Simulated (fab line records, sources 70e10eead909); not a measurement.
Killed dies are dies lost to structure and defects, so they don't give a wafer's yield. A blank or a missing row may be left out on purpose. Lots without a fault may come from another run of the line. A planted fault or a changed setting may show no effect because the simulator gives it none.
fab line records | flow nand_harc
record lots=6 wafers=18 last_day=32
route steps=1302 shown A_SOURCE_PLATE@418 A_ONON_D1@424 A_CHANNEL_HOLE_D1@450 END@1302
lots that met no fault: from a run of the same line without faults
start_h: hours from the record's first day to the start of the lot's first wafer shown | wait_h: hours since the lot's step before | " the same as in the row above | L1.1+2: a row that stands for several wafers | - no value, or no start given | * or withheld: withheld | < > ~ a bound
route shown NAME@n: a module of which the file shows steps, and the number in the route of the first | usual: mean/standard deviation of fault-free wafers | same: alike in all rows | chamber/n: place in a boat | sites: the reading at each site | _std_site: their standard deviation | _edge_site: outer sites' mean less inner sites' | radius_mm: how far each site lies from the wafer's centre | mask NAME#n: copy n | behind: the tool/chamber that last shaped the wafer | hold: why the lot was held/for how many hours/how that ended | device: the transistor (n, p or np) that didn't switch | end of line: the same wafers' tests at the end of the route | a step without rows: its recipe alone | killed: dies lost to structure and defects at the first sort, not the wafer's yield | map: a wafer's dies, x killed, . not, _ none there
set.NAME: the setting as run; set.NAME@STEP: as run at that earlier step | model.NAME: the simulator's own value behind a step, which no gauge read
lots at some steps of the route; a table a step, a row a wafer
services: from which hour (start_h, from the record's first day; less than 0 if before it) a tool's chamber was out of use, for how many hours, and why
## steps
# step NHARC_A_SOURCE_PLATE_CVD_03
# recipe target_thk_a=2000 temp_c=620 pressure_mtorr=200 time_s=4000 material=poly-Si
# step NHARC_A_SOURCE_PLATE_ANNEAL_05
# recipe temp_c=850 time_s=1800
# step NHARC_A_SOURCE_PLATE_THK_MEAS_06
# recipe thk_meas_gauge=ellipsometry
# usual thk_nm=200.4/2.1
# columns lot.wafer tool chamber start_h wait_h thk_nm
L242.2 film_metro-02 - 179.12 0.4 202.5
L242.4 " - " " 204.2
L242.5 " - " " 201.8
L244.1 film_metro-02 - 196.49 0.4 200.4
L244.3 " - " " 199.3
L244.5 " - " " 199.8
L252.2 film_metro-01 - 277.59 0.4 202.1
L252.3 " - " " 203.1
L252.4 " - " " 201.4
L253.2 film_metro-01 - 284.82 0.4 201.2
L253.5 " - " " 196.2
L253.6 " - " " 202.2
L254.1 film_metro-02 - 310.34 0.4 197.4
L254.2 " - " " 198.6
L254.5 " - " " 195.6
L261.1 film_metro-01 - 377.11 0.4 198.3
L261.4 " - " " 197.9
L261.5 " - " " 197.4
# step NHARC_A_SOURCE_PLATE_INSPECT_08
# usual raw_defect_count=57/22
# columns lot.wafer tool chamber start_h wait_h raw_defect_count
L242.2 defect_inspect-02 - 179.21 0.0 44
L242.4 " - " " 80
L242.5 " - " " 55
L244.1 defect_inspect-02 - 196.58 0.0 29
L244.3 " - " " 49
L244.5 " - " " 64
L252.2 defect_inspect-01 - 277.69 0.0 55
L252.3 " - " " 72
L252.4 " - " " 42
L253.2 defect_inspect-02 - 284.92 0.0 68
L253.5 " - " " 26
L253.6 " - " " 61
L254.1 defect_inspect-01 - 310.40 0.0 95
L254.2 " - " " 78
L254.5 " - " " 44
L261.1 defect_inspect-02 - 377.17 0.0 114
L261.4 " - " " 33
L261.5 " - " " 88
# step NHARC_A_ONON_D1_DEP_00
# recipe target_thk_a=10000 n2_flow_sccm=2750 n2o_flow_sccm=2000 nh3_flow_sccm=500 sih4_flow_sccm=210 temp_c=400
# step NHARC_A_ONON_D1_THK_MEAS_02
# recipe thk_meas_gauge=ellipsometry
# usual thk_nm=996/11
# columns lot.wafer tool chamber start_h wait_h thk_nm
L242.2 film_metro-02 - 179.78 - 991
L242.4 " - " " 991
L242.5 " - " " 991
L244.1 film_metro-01 - 197.15 - 1011
L244.3 " - " " 1012
L244.5 " - " " 1011
L252.2 film_metro-02 - 278.27 - 987
L252.3 " - " " 985
L252.4 " - " " 987
L253.2 film_metro-01 - 285.51 - 1013
L253.5 " - " " 1013
L253.6 " - " " 1014
L254.1 film_metro-02 - 311.18 - 1023
L254.2 " - " " 1023
L254.5 " - " " 1020
L261.1 film_metro-01 - 377.75 - 982
L261.4 " - " " 982
L261.5 " - " " 983
# step NHARC_A_ONON_D1_DEP_03
# recipe target_thk_a=10000 n2_flow_sccm=2750 n2o_flow_sccm=2000 nh3_flow_sccm=500 sih4_flow_sccm=210 temp_c=400
# step NHARC_A_ONON_D1_THK_MEAS_05
# recipe thk_meas_gauge=ellipsometry
# usual thk_nm=1002/9.1
# columns lot.wafer tool chamber start_h wait_h thk_nm
L242.2 film_metro-02 - 180.37 - 984
L242.4 " - " " 983
L242.5 " - " " 985
L244.1 film_metro-02 - 197.99 - 1005
L244.3 " - " " 1006
L244.5 " - " " 1003
L252.2 film_metro-02 - 278.84 - 993
L252.3 " - " " 993
L252.4 " - " " 992
L253.2 film_metro-01 - 286.08 - 996
L253.5 " - " " 995
L253.6 " - " " 997
L254.1 film_metro-02 - 311.75 - 990
L254.2 " - " " 992
L254.5 " - " " 994
L261.1 film_metro-01 - 378.32 - 1004
L261.4 " - " " 1005
L261.5 " - " " 1006
# step NHARC_A_ONON_D1_DEP_06
# recipe target_thk_a=10000 n2_flow_sccm=2750 n2o_flow_sccm=2000 nh3_flow_sccm=500 sih4_flow_sccm=210 temp_c=400
# step NHARC_A_ONON_D1_THK_MEAS_08
# recipe thk_meas_gauge=ellipsometry
# usual thk_nm=1001/9
# columns lot.wafer tool chamber start_h wait_h thk_nm
L242.2 film_metro-02 - 180.93 - 998
L242.4 " - " " 999
L242.5 " - " " 998
L244.1 film_metro-01 - 198.62 - 1005
L244.3 " - " " 1002
L244.5 " - " " 1003
L252.2 film_metro-02 - 279.41 - 990
L252.3 " - " " 991
L252.4 " - " " 992
L253.2 film_metro-01 - 286.66 - 994
L253.5 " - " " 994
L253.6 " - " " 995
L254.1 film_metro-01 - 312.31 - 993
L254.2 " - " " 992
L254.5 " - " " 990
L261.1 film_metro-01 - 378.89 - 992
L261.4 " - " " 992
L261.5 " - " " 996
# step NHARC_A_ONON_D1_DEP_09
# recipe target_thk_a=10000 n2_flow_sccm=2750 n2o_flow_sccm=2000 nh3_flow_sccm=500 sih4_flow_sccm=210 temp_c=400
# usual susceptor_temp_C=399.99/0.25
# columns lot.wafer tool chamber start_h wait_h susceptor_temp_C
L242.2 pecvd_onon-02 0 181.05 0.1 399.60
L242.4 " 0 " " 399.66
L242.5 " 0 " " 400.01
L244.1 pecvd_onon-03 0 198.68 0.1 400.15
L244.3 " 0 " " 400.10
L244.5 " 0 " " 399.85
L252.2 pecvd_onon-03 0 279.52 0.1 400.16
L252.3 " 0 " " 400.12
L252.4 " 0 " " 400.02
L253.2 pecvd_onon-03 0 286.77 0.1 399.83
L253.5 " 0 " " 400.00
L253.6 " 0 " " 399.72
L254.1 pecvd_onon-03 0 312.37 0.1 399.70
L254.2 " 0 " " 399.76
L254.5 " 0 " " 399.94
L261.1 pecvd_onon-03 0 378.95 0.1 399.93
L261.4 " 0 " " 399.86
L261.5 " 0 " " 400.14
# step NHARC_A_ONON_D1_THK_MEAS_11
# recipe thk_meas_gauge=ellipsometry
# usual thk_nm=998/7.8
# columns lot.wafer tool chamber start_h wait_h thk_nm
L242.2 film_metro-01 - 181.50 - 997
L242.4 " - " " 997
L242.5 " - " " 995
L244.1 film_metro-01 - 199.19 - 994
L244.3 " - " " 996
L244.5 " - " " 994
L252.2 film_metro-02 - 279.97 - 992
L252.3 " - " " 992
L252.4 " - " " 992
L253.2 film_metro-01 - 287.22 - 997
L253.5 " - " " 998
L253.6 " - " " 998
L254.1 film_metro-02 - 312.87 - 1003
L254.2 " - " " 1003
L254.5 " - " " 1001
L261.1 film_metro-01 - 379.46 - 996
L261.4 " - " " 998
L261.5 " - " " 998
# step NHARC_A_ONON_D1_DEP_12
# recipe target_thk_a=10000 n2_flow_sccm=2750 n2o_flow_sccm=2000 nh3_flow_sccm=500 sih4_flow_sccm=210 temp_c=400
# step NHARC_A_ONON_D1_THK_MEAS_14
# recipe thk_meas_gauge=ellipsometry
# usual thk_nm=1001/9.8
# columns lot.wafer tool chamber start_h wait_h thk_nm
L242.2 film_metro-01 - 182.06 - 994
L242.4 " - " " 994
L242.5 " - " " 996
L244.1 film_metro-01 - 199.76 - 1016
L244.3 " - " " 1015
L244.5 " - " " 1015
L252.2 film_metro-02 - 280.54 - 1003
L252.3 " - " " 1002
L252.4 " - " " 1002
L253.2 film_metro-01 - 287.78 - 999
L253.5 " - " " 997
L253.6 " - " " 999
L254.1 film_metro-02 - 313.44 - 990
L254.2 " - " " 987
L254.5 " - " " 988
L261.1 film_metro-01 - 380.03 - 1015
L261.4 " - " " 1013
L261.5 " - " " 1015
# step NHARC_A_ONON_D1_ANNEAL_15
# recipe temp_c=750 time_s=3600
# step NHARC_A_ONON_D1_DEP_16
# recipe target_thk_a=10000 n2_flow_sccm=2750 n2o_flow_sccm=2000 nh3_flow_sccm=500 sih4_flow_sccm=210 temp_c=400
# step NHARC_A_ONON_D1_THK_MEAS_18
# recipe thk_meas_gauge=ellipsometry
# usual thk_nm=998/9.7
# columns lot.wafer tool chamber start_h wait_h thk_nm
L242.2 film_metro-02 - 189.87 - 993
L242.4 " - " " 993
L242.5 " - " " 992
L244.1 film_metro-02 - 207.13 - 997
L244.3 " - " " 997
L244.5 " - " " 997
L252.2 film_metro-01 - 290.15 - 989
L252.3 " - " " 988
L252.4 " - " " 987
L253.2 film_metro-02 - 295.36 - 1000
L253.5 " - " " 1000
L253.6 " - " " 1000
L254.1 film_metro-01 - 320.99 - 982
L254.2 " - " " 980
L254.5 " - " " 981
L261.1 film_metro-01 - 388.11 - 999
L261.4 " - " " 999
L261.5 " - " " 999
# step NHARC_A_ONON_D1_DEP_19
# recipe target_thk_a=10000 n2_flow_sccm=2750 n2o_flow_sccm=2000 nh3_flow_sccm=500 sih4_flow_sccm=210 temp_c=400
# step NHARC_A_ONON_D1_THK_MEAS_21
# recipe thk_meas_gauge=ellipsometry
# usual thk_nm=1000/8.3
# columns lot.wafer tool chamber start_h wait_h thk_nm
L242.2 film_metro-01 - 190.46 - 987
L242.4 " - " " 988
L242.5 " - " " 988
L244.1 film_metro-02 - 207.70 - 1008
L244.3 " - " " 1009
L244.5 " - " " 1007
L252.2 film_metro-01 - 290.72 - 1003
L252.3 " - " " 1004
L252.4 " - " " 1005
L253.2 film_metro-01 - 295.93 - 1007
L253.5 " - " " 1007
L253.6 " - " " 1007
L254.1 film_metro-01 - 321.55 - 1001
L254.2 " - " " 1000
L254.5 " - " " 1001
L261.1 film_metro-01 - 388.67 - 1007
L261.4 " - " " 1008
L261.5 " - " " 1008
# step NHARC_A_ONON_D1_DEP_22
# recipe target_thk_a=10000 n2_flow_sccm=2750 n2o_flow_sccm=2000 nh3_flow_sccm=500 sih4_flow_sccm=210 temp_c=400
# step NHARC_A_ONON_D1_THK_MEAS_24
# recipe thk_meas_gauge=ellipsometry
# usual thk_nm=1001/9.5
# columns lot.wafer tool chamber start_h wait_h thk_nm
L242.2 film_metro-01 - 191.02 - 985
L242.4 " - " " 982
L242.5 " - " " 982
L244.1 film_metro-01 - 208.28 - 984
L244.3 " - " " 983
L244.5 " - " " 982
L252.2 film_metro-02 - 291.28 - 996
L252.3 " - " " 996
L252.4 " - " " 996
L253.2 film_metro-01 - 296.50 - 1013
L253.5 " - " " 1013
L253.6 " - " " 1013
L254.1 film_metro-01 - 322.11 - 999
L254.2 " - " " 999
L254.5 " - " " 1000
L261.1 film_metro-01 - 389.23 - 1003
L261.4 " - " " 1004
L261.5 " - " " 1003
# step NHARC_A_ONON_D1_DEP_25
# recipe target_thk_a=10000 n2_flow_sccm=2750 n2o_flow_sccm=2000 nh3_flow_sccm=500 sih4_flow_sccm=210 temp_c=400
# step NHARC_A_ONON_D1_THK_MEAS_27
# recipe thk_meas_gauge=ellipsometry
# usual thk_nm=1003/8.4
# columns lot.wafer tool chamber start_h wait_h thk_nm
L242.2 film_metro-01 - 191.60 - 1007
L242.4 " - " " 1007
L242.5 " - " " 1005
L244.1 film_metro-01 - 208.84 - 1000
L244.3 " - " " 999
L244.5 " - " " 998
L252.2 film_metro-02 - 291.83 - 1003
L252.3 " - " " 1003
L252.4 " - " " 1003
L253.2 film_metro-02 - 297.06 - 990
L253.5 " - " " 991
L253.6 " - " " 992
L254.1 film_metro-02 - 322.68 - 994
L254.2 " - " " 994
L254.5 " - " " 992
L261.1 film_metro-01 - 389.80 - 1002
L261.4 " - " " 1000
L261.5 " - " " 1002
# step NHARC_A_ONON_D1_DEP_28
# recipe target_thk_a=10000 n2_flow_sccm=2750 n2o_flow_sccm=2000 nh3_flow_sccm=500 sih4_flow_sccm=210 temp_c=400
# step NHARC_A_ONON_D1_THK_MEAS_30
# recipe thk_meas_gauge=ellipsometry
# usual thk_nm=1000/9.5
# columns lot.wafer tool chamber start_h wait_h thk_nm
L242.2 film_metro-01 - 192.17 - 992
L242.4 " - " " 990
L242.5 " - " " 991
L244.1 film_metro-02 - 209.41 - 990
L244.3 " - " " 989
L244.5 " - " " 991
L252.2 film_metro-02 - 292.41 - 1003
L252.3 " - " " 1002
L252.4 " - " " 1002
L253.2 film_metro-02 - 297.62 - 1006
L253.5 " - " " 1003
L253.6 " - " " 1004
L254.1 film_metro-02 - 323.25 - 1001
L254.2 " - " " 1004
L254.5 " - " " 1000
L261.1 film_metro-01 - 390.37 - 1010
L261.4 " - " " 1011
L261.5 " - " " 1008
# step NHARC_A_ONON_D1_DEP_33
# recipe target_thk_a=2000 temp_c=400 pressure_torr=6.5 rf_w=900 teos_flow_sccm=161.4 flow_sccm=2650 target_thk_nm=200 gas=O2 material=SiO2
# usual heater_power_w=560/95 mfc_precursor_sccm=161.4/0.49 showerhead_vpp_V=1884/81 susceptor_temp_C=399.99/0.23 throttle_valve_pct=16.1/0.75
# columns lot.wafer tool chamber start_h wait_h heater_power_w mfc_precursor_sccm showerhead_vpp_V susceptor_temp_C throttle_valve_pct
L242.2 pecvd-04 0 192.22 0.1 478 161.4 1913 400.01 16.6
L242.5 " 0 " " 502 161.1 1928 399.84 16.6
L242.4 " 1 " " 524 161.2 2045 400.13 16.8
L244.1 pecvd-03 2 209.46 0.1 472 161.8 1987 399.67 15.6
L244.3 " 0 " " 723 161.3 1876 400.12 15.2
L244.5 " 2 " " 486 161.8 1974 399.48 15.4
L252.3 pecvd-04 0 292.46 0.1 540 161.2 1922 400.15 15.8
L252.2 " 1 " " 441 161.6 1988 400.20 16.1
L252.4 " 0 " " 556 161.0 1931 399.97 16.0
L253.2 pecvd-02 0 297.75 0.1 474 160.9 1784 399.41 15.9
L253.5 " 1 " " 537 161.6 1795 399.84 16.4
L253.6 " 0 " " 360 161.2 1800 399.72 16.0
L254.1 pecvd-04 2 323.35 0.1 510 161.2 1864 399.50 15.7
L254.2 " 0 " " 604 161.6 1916 399.93 15.9
L254.5 " 2 " " 516 161.0 1841 400.02 15.8
L261.1 pecvd-02 1 390.51 0.1 567 160.5 1821 399.88 16.9
L261.5 " 2 " " 626 161.9 1785 400.35 15.6
L261.4 " 1 " " 570 161.6 1764 399.67 16.3
# step NHARC_A_ONON_D1_THK_MEAS_34
# recipe thk_meas_gauge=ellipsometry
# usual thk_nm=200/3.1
# columns lot.wafer tool chamber start_h wait_h thk_nm
L242.2 film_metro-02 - 192.64 - 197
L242.4 " - " " 203
L242.5 " - " " 203
L244.1 film_metro-01 - 209.89 - 197
L244.3 " - " " 203
L244.5 " - " " 206
L252.2 film_metro-01 - 292.88 - 192
L252.3 " - " " 193
L252.4 " - " " 197
L253.2 film_metro-02 - 298.23 0.4 195
L253.5 " - " " 200
L253.6 " - " " 203
L254.1 film_metro-01 - 323.71 - 198
L254.2 " - " " 193
L254.5 " - " " 200
L261.1 film_metro-01 - 390.84 - 199
L261.4 " - " " 202
L261.5 " - " " 203
# step NHARC_A_CHANNEL_HOLE_D1_DEP_00
# recipe target_thk_a=31000 temp_c=400 material=aC
# usual susceptor_temp_C=399.98/0.24 throttle_valve_pct=35.000/0.0083
# columns lot.wafer tool chamber start_h wait_h susceptor_temp_C throttle_valve_pct
L242.2 acl_dep-03 0 193.09 0.4 400.10 35.017
L242.4 " 0 " " 400.30 35.007
L242.5 " 0 " " 400.02 34.986
L244.1 acl_dep-02 0 210.77 0.8 399.92 34.998
L244.3 " 0 " " 399.97 34.994
L244.5 " 0 " " 400.10 34.989
L252.2 acl_dep-02 0 293.70 0.7 - 34.999
L252.3 " 0 " " - 35.004
L252.4 " 0 " " - 34.991
L253.2 acl_dep-01 0 298.67 0.4 - 34.991
L253.5 " 0 " " - 35.000
L253.6 " 0 " " - 35.001
L254.1 acl_dep-03 0 323.89 0.1 399.53 35.013
L254.2 " 0 " " 399.67 35.007
L254.5 " 0 " " 399.89 34.995
L261.1 acl_dep-02 0 392.15 1.2 - 34.986
L261.4 " 0 " " - 35.004
L261.5 " 0 " " - 34.989
# step NHARC_A_CHANNEL_HOLE_D1_DEP_01
# recipe target_thk_a=1400 target_thk_nm=140 temp_c=400 pressure_torr=3.5 flow_sccm=200 rf_w=350 material=SiON
# usual heater_power_w=772/84 showerhead_vpp_V=1191/55 susceptor_temp_C=399.99/0.22
# columns lot.wafer tool chamber start_h wait_h heater_power_w showerhead_vpp_V susceptor_temp_C
L242.2 pecvd-04 2 194.76 1.3 750 1136 399.84
L242.5 " 1 " " 645 1272 399.78
L242.4 " 2 " " 782 1144 399.93
L244.3 pecvd-01 1 212.81 1.1 938 1182 400.28
L244.1 " 2 " " 781 1241 400.25
L244.5 " 2 " " 784 1239 400.37
L252.2 pecvd-01 2 295.30 1.3 856 1242 400.18
L252.3 " 0 " " 849 1104 399.98
L252.4 " 0 " " 859 1084 400.21
L253.2 pecvd-01 2 300.27 1.3 726 1216 399.90
L253.5 " 0 " " 843 1088 399.71
L253.6 " 1 " " 787 1181 399.68
L254.2 pecvd-04 0 325.86 1.3 673 1198 399.86
L254.1 " 1 " " 691 1269 399.90
L254.5 " 1 " " 702 1260 400.14
L261.1 pecvd-01 1 394.12 1.7 784 1186 399.70
L261.4 " 0 " " 861 1106 399.63
L261.5 " 1 " " 808 1195 400.01
# step NHARC_A_CHANNEL_HOLE_D1_DEHYDRATE_02
# recipe temp_c=150 time_s=120
# step NHARC_A_CHANNEL_HOLE_D1_HMDS_03
# recipe time_s=30
# step NHARC_A_CHANNEL_HOLE_D1_COAT_36
# recipe temp_c=260 time_s=75
# step NHARC_A_CHANNEL_HOLE_D1_COAT_37
# recipe temp_c=225 time_s=65
# step NHARC_A_CHANNEL_HOLE_D1_COAT_04
# recipe spin_rpm=1500 resist_thk_nm=90
# step NHARC_A_CHANNEL_HOLE_D1_SOFTBAKE_05
# recipe temp_c=105 time_s=55
# step NHARC_A_CHANNEL_HOLE_D1_EBR_06
# step NHARC_A_CHANNEL_HOLE_D1_EXPOSE_07
# recipe na=1.35 target_cd_nm=100 sigma_outer=0.3 dose_mj=59.65 mask_id=HOLE_D1
# step NHARC_END_SORT_01
# recipe temp_c=25
# usual killed_at_array=52/19 killed_at_other=1.0/1.2 killed_at_periphery=4.1/2.8 killed_dies=57/19 killed_open=3.1/1.7 killed_short=2.5/1.5
# same gross_dies=677
# columns lot.wafer tool chamber start_h wait_h killed_at_array killed_at_other killed_at_periphery killed_dies killed_open killed_short
L242.2 prober-01 0 575.95 2.8 74 1 2 77 1 1
L242.4 prober-01 0 577.54 3.4 83 2 2 87 2 2
L242.5 prober-01 0 578.33 3.7 88 1 3 92 1 5
L244.1 prober-01 0 585.12 2.5 54 0 5 59 3 1
L244.3 prober-01 0 586.69 3.1 39 0 3 42 4 3
L244.5 prober-01 0 588.26 3.7 34 2 4 40 4 0
L252.2 prober-01 0 675.64 2.8 15 1 10 26 2 0
L252.3 prober-01 0 676.43 3.1 17 3 12 32 2 7
L252.4 prober-01 0 677.22 3.4 23 1 9 33 2 3
L253.2 prober-01 0 683.37 2.8 157 3 2 162 3 3
L253.5 prober-01 0 685.83 3.8 146 3 2 151 5 4
L253.6 prober-01 0 686.64 4.1 147 1 2 150 2 3
L254.1 prober-01 0 693.63 2.5 118 1 2 121 0 3
L254.2 prober-01 0 694.44 2.8 118 0 0 118 0 2
L254.5 prober-01 0 696.87 3.7 127 0 3 130 5 1
L261.1 prober-01 0 771.00 2.5 32 1 5 38 3 5
L261.4 prober-01 0 773.37 3.4 49 1 1 51 2 4
L261.5 prober-01 0 774.17 3.7 32 1 2 35 3 6
# killed by level:class
L242.2 A_CHANNEL_HOLE_D1:chamber_film_flake=33 A_SLIT:chamber_film_flake=22 A_CHANNEL_HOLE_D2:chamber_film_flake=7 A_CONTACT:chamber_film_flake=7 A_ZERO_WELL:chamber_film_flake=2 A_DECK1_JOINT:geometric_particle:open=1 A_SGD_CUT:geometric_particle:short=1 P_ZERO_WELL:chamber_film_flake=1
L242.4 A_CHANNEL_HOLE_D1:chamber_film_flake=32 A_SLIT:chamber_film_flake=28 A_CONTACT:chamber_film_flake=6 A_CHANNEL_HOLE_D2:chamber_film_flake=4 A_WL_FILL:chamber_film_flake=4 A_STAIRCASE:chamber_film_flake=3 A_SGD_CUT:chamber_film_flake=3 P_GATE:geometric_particle:short=2
L242.5 A_CHANNEL_HOLE_D1:chamber_film_flake=37 A_CHANNEL_HOLE_D2:chamber_film_flake=16 A_SLIT:chamber_film_flake=13 A_CONTACT:chamber_film_flake=9 A_STAIRCASE:chamber_film_flake=3 A_DECK1_JOINT:chamber_film_flake=2 P_M1:geometric_particle:short=1 A_M0:geometric_particle:short=1
L244.1 A_CHANNEL_HOLE_D2:chamber_film_flake=34 A_CONTACT:chamber_film_flake=7 P_M2:chamber_film_flake=2 A_CHANNEL_HOLE_D1:chamber_film_flake=2 A_STAIRCASE:chamber_film_flake=2 A_SLIT:chamber_film_flake=2 P_M1:geometric_particle:open=1 A_ONON_D2:geometric_particle:open=1
L244.3 A_CHANNEL_HOLE_D2:chamber_film_flake=21 A_CONTACT:chamber_film_flake=3 P_ZERO_WELL:chamber_film_flake=2 A_STAIRCASE:chamber_film_flake=2 A_SLIT:chamber_film_flake=2 A_WL_FILL:chamber_film_flake=2 A_ONON_D1:geometric_particle:short=1 A_CHANNEL_FILL_D1:geometric_particle:short=1
L244.5 A_CHANNEL_HOLE_D2:chamber_film_flake=22 A_CHANNEL_HOLE_D1:chamber_film_flake=4 A_SLIT:chamber_film_flake=3 P_ZERO_WELL:chamber_film_flake=2 THIN_TSV:chamber_film_flake=2 P_CONTACT:geometric_particle:open=1 A_CHANNEL_FILL_D1:geometric_particle:open=1 A_DECK1_JOINT:geometric_particle:open=1
L252.2 A_CHANNEL_HOLE_D1:chamber_film_flake=8 P_GATE:chamber_film_flake=5 P_BONDPAD:chamber_film_flake=4 A_SLIT:chamber_film_flake=2 A_WL_FILL:chamber_film_flake=2 A_CHANNEL_HOLE_D2:geometric_particle:open=1 A_M0:geometric_particle:open=1 P_STI:chamber_film_flake=1
L252.3 P_GATE:chamber_film_flake=8 P_BONDPAD:chamber_film_flake=3 A_CHANNEL_HOLE_D1:chamber_film_flake=2 A_STAIRCASE:chamber_film_flake=2 A_SLIT:chamber_film_flake=2 HYBRID_BOND:chamber_film_flake=2 A_CHANNEL_FILL_D1:geometric_particle:short=1 A_DECK1_JOINT:geometric_particle:short=1
L252.4 A_CHANNEL_HOLE_D1:chamber_film_flake=9 P_GATE:chamber_film_flake=4 P_BONDPAD:chamber_film_flake=3 A_STAIRCASE:chamber_film_flake=3 A_WL_FILL:chamber_film_flake=3 A_CONTACT:chamber_film_flake=3 P_M0:geometric_particle:short=1 P_M1:geometric_particle:open=1
L253.2 A_ONON_D1:unspecified=81 A_CHANNEL_HOLE_D1:chamber_film_flake=29 A_CHANNEL_HOLE_D2:chamber_film_flake=21 A_SLIT:chamber_film_flake=14 A_CONTACT:chamber_film_flake=5 A_ONON_D2:geometric_particle:open=2 THIN_TSV:chamber_film_flake=2 A_CHANNEL_FILL_D1:geometric_particle:short=1
L253.5 A_ONON_D1:unspecified=77 A_SLIT:chamber_film_flake=24 A_CHANNEL_HOLE_D1:chamber_film_flake=21 A_CHANNEL_HOLE_D2:chamber_film_flake=10 A_CONTACT:chamber_film_flake=4 A_WL_FILL:geometric_particle:short=2 THIN_TSV:chamber_film_flake=2 A_ONON_D1:geometric_particle:open=1
L253.6 A_ONON_D1:unspecified=78 A_CHANNEL_HOLE_D1:chamber_film_flake=25 A_CHANNEL_HOLE_D2:chamber_film_flake=20 A_SLIT:chamber_film_flake=13 A_CONTACT:chamber_film_flake=4 A_ONON_D1:geometric_particle:short=1 A_CHANNEL_HOLE_D1:geometric_particle:short=1 A_DECK1_JOINT:geometric_particle:short=1
L254.1 A_ONON_D1:unspecified=87 A_CHANNEL_HOLE_D1:chamber_film_flake=14 A_CONTACT:chamber_film_flake=7 A_WL_FILL:chamber_film_flake=4 A_SLIT:chamber_film_flake=3 P_STI:geometric_particle:short=1 A_CHANNEL_FILL_D1:geometric_particle:short=1 A_CHANNEL_HOLE_D2:geometric_particle:short=1
L254.2 A_ONON_D1:unspecified=78 A_CHANNEL_HOLE_D1:chamber_film_flake=24 A_CHANNEL_HOLE_D2:chamber_film_flake=5 A_WL_FILL:chamber_film_flake=4 A_SLIT:chamber_film_flake=2 A_CONTACT:chamber_film_flake=2 A_DECK1_JOINT:geometric_particle:short=1 A_M1:geometric_particle:short=1
L254.5 A_ONON_D1:unspecified=88 A_CHANNEL_HOLE_D1:chamber_film_flake=24 A_CHANNEL_HOLE_D2:chamber_film_flake=3 A_WL_FILL:chamber_film_flake=2 A_STAIRCASE:chamber_film_flake=2 A_CONTACT:chamber_film_flake=2 P_GATE:geometric_particle:open=1 P_M0:geometric_particle:open=1
L261.1 A_CHANNEL_HOLE_D1:chamber_film_flake=11 A_CONTACT:chamber_film_flake=7 A_SLIT:chamber_film_flake=4 A_SGD_CUT:geometric_particle:short=2 P_GATE:chamber_film_flake=2 P_STI:geometric_particle:short=1 P_M0:geometric_particle:open=1 A_SOURCE_PLATE:geometric_particle:short=1
L261.4 A_CHANNEL_HOLE_D1:chamber_film_flake=22 A_SLIT:chamber_film_flake=6 A_CONTACT:chamber_film_flake=5 A_DECK1_JOINT:chamber_film_flake=3 A_CHANNEL_FILL_D2:chamber_film_flake=3 A_WL_FILL:chamber_film_flake=2 A_ONON_D1:geometric_particle:short=1 A_CHANNEL_FILL_D1:geometric_particle:short=1
L261.5 A_SLIT:chamber_film_flake=9 A_CHANNEL_HOLE_D1:chamber_film_flake=5 A_CONTACT:chamber_film_flake=4 A_ONON_D2:geometric_particle:short=2 A_DECK1_JOINT:chamber_film_flake=2 A_STAIRCASE:chamber_film_flake=2 P_CONTACT:geometric_particle:open=1 A_ONON_D1:geometric_particle:short=1
# map L253.2 (x killed, . not)
____________.____________
_________......._________
_______..........._______
______.............______
_____..............._____
____.................____
____................x____
___...x..............x___
___..x................___
__..................x..__
__.....................__
_.....x................._
_x....x.xx.............._
_..xxxxxx............x.._
_....xxxx...x.....x....._
_..x..xxx..xx....x......_
...xxxxxxxxxx..x.........
x....xxxxxxxxxx.x........
x....xxxxxxxxxx.......x..
xx..xxxxxxxxxxxxx...x....
xx.x.xxxxxxxxxx..........
_xx.xxxxxxx.xxxx.x......_
_xx..xxxxxxxxxxx........_
_.x.xxxxxxxxxx.........._
_xx...x.xxx..xx........x_
_x..x.xxxxxx.x.........._
__...x.xx.x............__
__.......xx............__
___....xx.........x...___
___......x............___
____.................____
____...............x.____
_____..............._____
______.x...........______
_______..........._______
_________......._________
____________.____________
# map L254.5 (x killed, . not)
____________.____________
_________......._________
_______..........._______
______.............______
_____.x............._____
____.......x.........____
____......x.........x____
___...............x...___
___...................___
__.....................__
__................xx...__
_.x...........x........._
_......................._
_......................._
_.....x.x.xxx..........._
_.....xxx.x..x.........._
....x...xxxxxx.....x.....
....x.xxxxxxx.........x..
...xxxxxxxxxxxx..........
...x.xxxxxxxx..x....x....
.....xxxxxxxxxxx.........
_...xxxxxxxxxxxx........_
_....xxxxxxx.x....x....._
_...xxxxxxxx.xx........._
_...xxxxxxxxx.x.x......._
_...xxxx.xx............._
__..xx.xxxx.x..........__
__........x............__
___....xx.............___
___...................___
____.................____
____.....x...........____
_____..............._____
______.............______
_______........x.._______
_________......._________
____________.____________
## services
# columns tool chamber start_h hours kind
acl_dep-03 - 165.06 0.2 repair
pecvd-03 0 183.99 2.0 repair
pecvd_onon-02 - 185.30 13.0 pm
pecvd-03 - 185.74 13.0 pm
acl_dep-01 - 186.09 13.0 pm
pecvd-02 - 202.37 0.9 repair
pecvd-03 - 211.65 1.2 repair
pecvd_onon-03 - 227.19 13.0 pm
pecvd-02 - 227.29 13.0 pm
acl_dep-02 - 243.86 13.0 pm
pecvd-04 - 269.37 13.0 pm
pecvd-04 0 269.37 13.0 vent_cycle
pecvd-04 1 269.37 13.0 vent_cycle
pecvd-04 2 269.37 13.0 vent_cycle
pecvd-02 2 297.35 2.5 repair
acl_dep-03 - 299.10 13.0 pm
pecvd-01 - 311.40 13.0 pm
pecvd-03 2 319.45 6.8 repair
pecvd-04 - 334.11 0.2 repair
pecvd-03 - 346.67 1.6 repair
acl_dep-02 - 361.26 3.9 repair
pecvd_onon-02 - 366.48 13.0 pm
pecvd-03 - 366.74 13.0 pm
acl_dep-01 - 367.15 13.0 pm
## key
first_sign step=NHARC_END_SORT_01 reading=killed_at_array direction=up sigmas=4.4 usual=52 struck=136
effect step=NHARC_END_SORT_01 reading=killed_dies direction=up sigmas=4.3 usual=57 struck=139
more_kills_born_at NHARC_A_ONON_D1_DEP_09@pecvd_onon-03=489
met_at NHARC_A_ONON_D1_DEP_09
struck_wafers L253.2,L253.5,L253.6,L254.1,L254.2,L254.5
tester_left_out L253,L254
onset_between 279.52 286.77
fault kind=chamber_particle_source tool=pecvd_onon-03 chamber=- onset_h=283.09 steps=NHARC_A_ONON_D1_DEP_09 rate_per_visit_cm2=0.79074 end_h=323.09
# tester_left_out: of these lots the tester's yield and bins aren't shown, on N5 and GAA mostly nor the transistor test; their killed dies are dies lost to structure and defects alone, not to doping, threshold or leakage, so they don't give the yield
